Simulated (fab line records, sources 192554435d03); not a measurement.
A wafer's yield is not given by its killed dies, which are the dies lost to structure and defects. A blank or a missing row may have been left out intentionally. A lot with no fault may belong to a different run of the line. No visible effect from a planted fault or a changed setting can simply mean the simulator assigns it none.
A struck lot beside a sound one ; flow n5_finfet ; 21 steps out of a route of 1938
Sound: the wafers L426.1, L426.4, L426.6. Struck: wafers L435.1, L435.5, L435.6. The cause is given at the end.
Order at every step that has rows: each side's tool, ch and its chambers, its first start. Under that, the readings that differ: sound wafers ; struck wafers ; difference of the means ; sigmas: that difference in standard deviations of wafers without a fault.
alike: readings with means less than 2 such deviations apart, plus words and numbers identical on both sides. not compared: withheld readings, readings lacking a value on some wafer, bounds such as >300 that could conceal the same value, and numbers that have no deviation in the record and whose values overlap.
The two part at a step that has a row with sigmas, a row that says differs or no value, or rows on one side only. When numbers do not overlap yet have no deviation, they are printed without sigmas and do not part them. A reading missing from all wafers of one side parts the sides only when that side holds two or more wafers.

N5_WELL_APT_RTA_34: time 10 s.
  sound on rtp_anneal-01 ch 0, day 2 03:33; struck on rtp_anneal-01 ch 0, day 4 10:03
  alike: lamp_power_pct, wafer_temp_C_max
then, 4 steps without rows for these wafers: N5_WELL_APT_OXIDE_STRIP_42 (strips SiO2 in dHF, time 45 s, target depth 12 nm); N5_WELL_APT_PRECLEAN_36 (cleans in O3/DIW, time 45 s); N5_WELL_APT_PRECLEAN_39 (cleans in dHF, time 60 s); N5_WELL_APT_SRD_37 (time 30 s).
N5_WELL_APT_EPI_41: deposits Si from SiH4/H2, target thk 50 nm, time 297.7 s.
  sound on epi_rpcvd-02 ch 0, day 2 03:47; struck on epi_rpcvd-03 ch 0, day 4 10:17
  alike: throttle_valve_pct
N5_WELL_APT_INSPECT_38: inspects for defects (darkfield).
  sound on defect_inspect-01, day 2 04:25; struck on defect_inspect-01, day 4 10:55
  alike: raw_defect_count
N5_PMOS_HMC_CHANNEL_EPI_HM_DEP_34: deposits SiO2 from TEOS/O2, target thk 36 nm, time 6.9 s.
  sound on pecvd-01 ch 0,1, day 2 04:28; struck on pecvd-02 ch 0,1, day 4 10:58
  alike: heater_power_w, showerhead_plenum_p_Torr, throttle_valve_pct
then, 4 steps without rows for these wafers: N5_PMOS_HMC_CHANNEL_EPI_COAT_31 (time 60 s, resist thk 66 nm); N5_PMOS_HMC_CHANNEL_EPI_COAT_03 (resist thk 205 nm); N5_PMOS_HMC_CHANNEL_EPI_EBR_05; N5_PMOS_HMC_CHANNEL_EPI_SOFTBAKE_04 (time 60 s).
N5_PMOS_HMC_CHANNEL_EPI_EXPOSE_06: exposes mask PMOS HMC BLK, target cd 240 nm.
  sound on arfi_scanner-02 ch 0, day 2 04:37; struck on arfi_scanner-01 ch 0, day 4 11:08
  alike: mask, stage_vel_mm_s
then, 2 steps without rows for these wafers: N5_PMOS_HMC_CHANNEL_EPI_PEB_07 (peb time 60 s); N5_PMOS_HMC_CHANNEL_EPI_DEVELOP_08 (develop time 30 s).
N5_PMOS_HMC_CHANNEL_EPI_CD_MEAS_09: target cd 237.4 nm.
  sound on cd_sem-02 ch 0, day 2 04:44; struck on cd_sem-02 ch 0, day 4 11:16
  alike: cd_nm
N5_PMOS_HMC_CHANNEL_EPI_OVL_MEAS_10:
  sound on overlay-02 ch 0, day 2 04:46; struck on overlay-01 ch 0, day 4 11:17
  alike: PMOS_HMC_BLK_OVL
N5_PMOS_HMC_CHANNEL_EPI_INSPECT_11: inspects for defects (macro).
  sound on defect_inspect-01, day 2 04:47; struck on defect_inspect-02, day 4 11:19
  alike: raw_defect_count
N5_PMOS_HMC_CHANNEL_EPI_DESCUM_14: chemistry O2, time 7.9 s.
  sound on rie_diel-03 ch 1,2,3, day 2 04:50; struck on rie_diel-03 ch 0,2,3, day 4 11:27
reading;sound;struck;difference;sigmas
model.PMOS_HMC_CHANNEL_EPI.cd_nm (nm);237.9 238.3 237.7;236.3 236.9 236.2;-1.5;
  alike: drypump_motor_current_A, oes_product_au, rf_vpp_V, showerhead_plenum_p_Torr, throttle_valve_pct
  not compared: rf_hours_counter_h
N5_PMOS_HMC_CHANNEL_EPI_ETCH_32: etches BARC in N2/H2, stops on SiO2, target depth 85.8 nm, time 50.3 s.
  sound on rie_diel-03 ch 1,2,3, day 2 04:52; struck on rie_diel-03 ch 0,2,3, day 4 11:29
  alike: bias_w, drypump_motor_current_A, oes_product_au, rf_vpp_V, showerhead_plenum_p_Torr, throttle_valve_pct
  not compared: rf_hours_counter_h
-- record jumps: 7 days separate the struck wafers' starts on either side; left off in module PMOS_HMC_CHANNEL_EPI, taken up again in module BEOL_M4, whose first shown step is the route's number 1111 --
N5_BEOL_M4_RC_MEAS_101:
  sound on prober-02 ch 0, day 8 16:49; struck on prober-02 ch 0, day 11 04:26
reading;sound;struck;difference;sigmas
IOFF_P (nA/um);0.15 0.17 0.13;0.30 0.23 0.21;+0.10;+3
ION_P (uA/um);452 453 437;480 470 461;+23;+3
VT_N (mV);253 252 257;241 248 247;-9;-3
VT_P (mV);-256 -257 -261;-244 -246 -249;+12;+3
  alike: DIBL_N, DIBL_P, IOFF_N, ION_N, SS_N, SS_P

WHERE THEY PART
Only at N5_BEOL_M4_RC_MEAS_101, as far as this record shows.

WHY: what had been put in by the simulator
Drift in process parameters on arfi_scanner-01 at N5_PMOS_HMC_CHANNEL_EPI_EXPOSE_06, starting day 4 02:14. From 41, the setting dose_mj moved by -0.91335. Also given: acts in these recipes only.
